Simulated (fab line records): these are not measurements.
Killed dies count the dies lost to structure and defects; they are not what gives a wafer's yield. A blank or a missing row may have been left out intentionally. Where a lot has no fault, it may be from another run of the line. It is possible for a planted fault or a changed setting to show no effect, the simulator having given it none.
A lot that was struck, set against a sound lot | flow nand harc | 14 out of 1159 route steps
Sound: wafers L955.1, L955.2, L955.3. Wafers L959.1, L959.4, L959.5 were the ones struck. The cause comes at the end.
Order at every step that has rows: each side's tool, ch and its chambers, its first start. Under that, the readings that differ: sound wafers | struck wafers | difference of the means | sigmas: that difference in standard deviations of wafers without a fault.
alike: a reading whose means differ by less than 2 such deviations, as well as words and numbers matching on both sides. not compared: withheld readings; readings where some wafer has no value; bounds like >300 that might hide an equal value; numbers whose values overlap and for which the record gives no deviation.
Wherever a step has rows on one side only, a row that says differs or no value, or a row with sigmas, the two part there. Numbers that have no deviation but don't overlap get no sigmas and don't part them. A reading missing from all wafers of one side parts the sides only when that side holds two or more wafers.

first, 2 steps without rows for these wafers: NHARC_A_STAIRCASE_PRECLEAN_318 (cleans in SC1); NHARC_A_STAIRCASE_SRD_329.
NHARC_A_STAIRCASE_ALD_415: deposits SiO2, target thk 30 nm, pulse time 6 s, ald cycles 300.
  sound on ald hk-03 ch 1,2,3, day 15 00:47; struck on ald hk-02 ch 1,2,3, day 15 18:46
  reading                    | sound             | struck            | difference | sigmas
  precursor pulse height rel | 1.008 1.048 1.009 | 0.971 0.958 0.989 | -0.049     | -2
  alike: heater power w
NHARC_A_STAIRCASE_ETCHBACK_416: etches the open film in C4F8/O2/Ar, target depth 36 nm, time 7.2 s.
  sound: rie diel-09 ch 1,2,3; struck: rie diel-09 ch 1,2,3
  reading               | sound          | struck         | difference | sigmas
  oes product au (a.u.) | 0.92 0.92 0.93 | 1.01 1.00 1.00 | +0.08      | +3
  alike: rf vpp V
  not compared: rf hours counter h
NHARC_A_STAIRCASE_STRIP_476: strips in O2, time 20 s.
  sound on rie diel-09 ch 0,1,2, day 15 02:43; struck on rie diel-09 ch 1,2, day 15 20:29
  alike: drypump motor current A, oes product au, rf vpp V, showerhead plenum p Torr, throttle valve pct
  not compared: rf hours counter h
NHARC_A_STAIRCASE_DEP_417: deposits Si3N4, target thk 60 nm.
  sound on pecvd-01 ch 0,1,2, day 15 02:53; struck on pecvd-02 ch 0,2, day 15 20:38
  alike: heater power outer w, heater power w, showerhead vpp V
then, 3 steps without rows for these wafers: NHARC_A_STAIRCASE_WET_418 (chemistry H3PO4, target depth 20 nm); NHARC_A_STAIRCASE_PRECLEAN_419 (cleans in SC1); NHARC_A_STAIRCASE_SRD_421.
NHARC_A_STAIRCASE_ALD_420: deposits SiO2, target thk 20 nm, pulse time 6 s, ald cycles 200.
  sound on ald hk-02 ch 1,2,3, day 15 06:50; struck on ald hk-02 ch 0,1,3, day 16 00:31
  alike: heater power w, precursor pulse height rel
then, 1 step without rows for these wafers: NHARC_A_STAIRCASE_CVD_552 (deposits SiNx, target thk 40 nm).
NHARC_A_STAIRCASE_DEP_151: deposits SiO2, target thk 3800 nm.
  sound on pecvd-03 ch 0,1,2, day 15 14:59; struck on pecvd-01 ch 0,1,2, day 16 08:40
  no value came back on the struck wafers for heater power outer w (W), heater power w (W); on the sound wafers heater power outer w (W) reads 416 382 332
then, 1 step without rows for these wafers: NHARC_A_STAIRCASE_ANNEAL_320 (time 1800 s).
-- the record jumps here: 10 days lie between the struck wafers' starts before and after (it left off in module A_STAIRCASE and takes up again in module END, whose first step shown is number 1159 of the route) --
NHARC_END_SORT_01:
  only the struck wafers appear in the record here, on prober-02 ch 0 at day 25 22:25; the sound ones have no rows

## WHERE THEY PART
At NHARC_A_STAIRCASE_ALD_415 first; at NHARC_END_SORT_01 last (within this record only).

WHY: the cause the simulator had injected
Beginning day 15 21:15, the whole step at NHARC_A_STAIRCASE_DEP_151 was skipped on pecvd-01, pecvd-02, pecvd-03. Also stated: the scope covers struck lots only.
